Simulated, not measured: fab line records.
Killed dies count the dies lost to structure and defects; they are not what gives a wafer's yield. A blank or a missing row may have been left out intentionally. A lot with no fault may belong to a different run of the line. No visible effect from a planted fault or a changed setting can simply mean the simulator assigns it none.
What tool caused it? + flow n5-finfet + 21 wafers from 7 lots sampled at 2 of the route's 1938 steps

WHAT EACH GAUGE READ, for each wafer
N5_BEOL_M8_CD_MEAS_18: pitch 80 nm, target cd 40 nm.
| lot  | measured     | on        | cd-nm (nm)     |
|------|--------------|-----------|----------------|
| L699 | day 9 13:41  | cd-sem-03 | 39.1 39.9 39.1 |
| L704 | day 10 15:44 | cd-sem-03 | 40.0 40.7 40.1 |
| L708 | day 12 10:16 | cd-sem-01 | 39.7 39.8 40.1 |
| L709 | day 13 07:09 | cd-sem-01 | 40.2 40.1 40.3 |
| L714 | day 13 19:00 | cd-sem-02 | 40.6 39.9 40.4 |
| L715 | day 14 04:35 | cd-sem-01 | 40.2 39.4 39.4 |
| L720 | day 15 14:19 | cd-sem-01 | 40.2 39.8 40.0 |

TOOL THAT RAN EACH LOT (tool first, then ch and the chambers of the sampled wafers, then the start)
| lot  | N5_BEOL_M8_HM_DEP_02         |
|------|------------------------------|
| L699 | pvd-sputter-03, day 9 12:32  |
| L704 | pvd-sputter-01, day 10 14:35 |
| L708 | pvd-sputter-03, day 12 09:13 |
| L709 | pvd-sputter-03, day 13 05:58 |
| L714 | pvd-sputter-02, day 13 17:52 |
| L715 | pvd-sputter-01, day 14 03:32 |
| L720 | pvd-sputter-02, day 15 13:08 |
- N5_BEOL_M8_HM_DEP_02: deposits TiN, target thk 20 nm.

THE ANSWER, worked out from the rows above alone
Rule: what is usual is taken from the lots themselves. Put in order of their means at a reading, lots are off if they are a third of the lots or fewer, leave a main group of 4 or more, and stand apart from it by a gap of 3 or more times the standard deviation of the main group's means; of several such gaps the widest counts. If all means in a main group match to the digits the tables above print for the reading, that group is not used. A lot without any number at a reading at which 4 lots or more have one is off too. Any other lot the step has rows for is counted as sound.
Across all readings shown, no lot is off: no conclusion can be drawn from this.

WHAT THE SIMULATOR HAD PUT IN
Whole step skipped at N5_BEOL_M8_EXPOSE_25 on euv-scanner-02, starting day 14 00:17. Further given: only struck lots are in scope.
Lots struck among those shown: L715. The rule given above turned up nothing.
